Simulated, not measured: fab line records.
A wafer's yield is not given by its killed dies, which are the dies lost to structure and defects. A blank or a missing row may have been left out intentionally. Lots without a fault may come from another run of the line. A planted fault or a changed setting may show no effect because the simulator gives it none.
Matching of chambers / flow nandHarc / NHARC_P_CONTACT_CMP_01 on cmp-01: 4 sister chambers
The step polishes SiO2, target thk 200 nm. 4 wafers are shown with their chamber, then 7 later ones without.

## WAFERS PAIRED WITH THEIR CHAMBERS
wafer=L289.4; chamber=1; motorCurrentA (A)=11.9
wafer=L289.6; chamber=2; motorCurrentA (A)=12.3
wafer=L291.2; chamber=0; motorCurrentA (A)=12.6
wafer=L291.3; chamber=3; motorCurrentA (A)=12.2

## WAFERS WITHOUT THEIR CHAMBER
wafer=L291.6; motorCurrentA (A)=11.2
wafer=L296.1; motorCurrentA (A)=12.5
wafer=L296.4; motorCurrentA (A)=11.8
wafer=L296.6; motorCurrentA (A)=12.5
wafer=L297.1; motorCurrentA (A)=12.2
wafer=L297.5; motorCurrentA (A)=11.8
wafer=L297.6; motorCurrentA (A)=12.0

## WHICH CHAMBER EACH WENT THROUGH
wafer=L291.6; from the rows above=can't be placed: 1 or 3 or 2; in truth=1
wafer=L296.1; from the rows above=can't be placed: 0 or 2 or 3 or 1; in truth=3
wafer=L296.4; from the rows above=can't be placed: 1 or 3 or 2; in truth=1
wafer=L296.6; from the rows above=can't be placed: 0 or 2 or 3 or 1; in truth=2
wafer=L297.1; from the rows above=can't be placed: 3 or 2 or 1 or 0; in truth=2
wafer=L297.5; from the rows above=can't be placed: 1 or 3 or 2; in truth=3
wafer=L297.6; from the rows above=can't be placed: 1 or 3 or 2 or 0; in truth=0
Correct placement for 0 of the 7. Not placeable from these rows: 7 (in 7, the candidates include the true chamber). Number placed wrongly: 0.
How it was worked out, from the rows above alone: a wafer's distance from a chamber is the root of the sum, over the readings, of the square of ((its reading less the chamber's mean) divided by the reading's scatter). The wafer belongs to the nearest chamber; if the next one is less than 2 further off, it can't be placed. A chamber's mean is the mean of its shown wafers. The scatter: with one shown wafer a chamber, the root of the mean of the squares of how far each hidden wafer lies from its nearest shown one.
